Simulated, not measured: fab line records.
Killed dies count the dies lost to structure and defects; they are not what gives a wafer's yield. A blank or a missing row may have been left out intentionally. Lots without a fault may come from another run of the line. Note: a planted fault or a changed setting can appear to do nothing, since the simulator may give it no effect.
The same fault as seen by 2 desks	flow n5_finfet	each desk has only its own numbers; what lay behind them comes last

## AT THE METROLOGY DESK
Means of the sampled wafers that have a number, per lot and without regard to the tool the lot ran on: this is what the gauges read. A lot is out of limits, marked OUT, if its mean lies more than 4 standard deviations from the usual mean; the brackets give that distance. Of its 10 readings 7 are shown: those that lie furthest out on some lot.
Columns: A = DIBL_N at N5_BEOL_M4_RC_MEAS_101, usual 36.3 mV/V; B = DIBL_P at N5_BEOL_M4_RC_MEAS_101, usual 36.7 mV/V; C = IOFF_P at N5_BEOL_M4_RC_MEAS_101, usual 0.214 nA/um; D = ION_N at N5_BEOL_M4_RC_MEAS_101, usual 673 uA/um; E = ION_P at N5_BEOL_M4_RC_MEAS_101, usual 461 uA/um; F = SS_P at N5_BEOL_M4_RC_MEAS_101, usual 73.3 mV/dec; G = VT_P at N5_BEOL_M4_RC_MEAS_101, usual -250.0 mV
lot	first seen here	A	B	C	D	E	F	G
L359	day 9 11:58	36.4	36.3	0.221	673	465	73.4	-247.5
L362	day 10 16:23	37.0	38.0	0.245	672	464	73.6	-247.6
L365	day 11 07:45	38.0	36.7	0.217	671	458	74.0	-251.4
L366	day 11 14:39	37.8	38.4	0.200	664	451	73.1	-251.4
L368	day 11 20:32	36.2	37.0	0.217	668	462	73.3	-247.4
L369	day 12 05:38	35.9	35.9	0.217	677	468	73.6	-248.4
L374	day 13 12:02	36.3	36.9	0.224	675	462	72.9	-250.7
This desk found nothing out of limits on any of the 7 lots.

## THE TOOL OWNER'S DESK: cvd_w-01
The tool's own readings at N5_HKMG_FIN_ALD_72 (deposits W, target thk 2 nm, pulse time 1 s, purge time 2 s): means of the sampled wafers that have a number, for each lot that ran on this tool. A lot is out of limits, marked OUT, if its mean lies more than 4 standard deviations from the usual mean; the brackets give that distance.
Columns: A = heater_power_w at N5_HKMG_FIN_ALD_72, usual 474 W; B = precursor_pulse_height_rel at N5_HKMG_FIN_ALD_72, usual 0.997
lot	first seen here	A	B
L359	day 5 20:35	432	0.989
L365	day 7 14:26	432	1.002
L366	day 7 17:04	456	1.003
L368	day 8 02:40	445	1.006
This desk found nothing out of limits on any of the 4 lots.

## BROUGHT TOGETHER
From the metrology desk's view, nothing was out of limits.
Nothing out of limits was seen by the tool owner's desk.

## WHAT THE SIMULATOR HAD PUT IN
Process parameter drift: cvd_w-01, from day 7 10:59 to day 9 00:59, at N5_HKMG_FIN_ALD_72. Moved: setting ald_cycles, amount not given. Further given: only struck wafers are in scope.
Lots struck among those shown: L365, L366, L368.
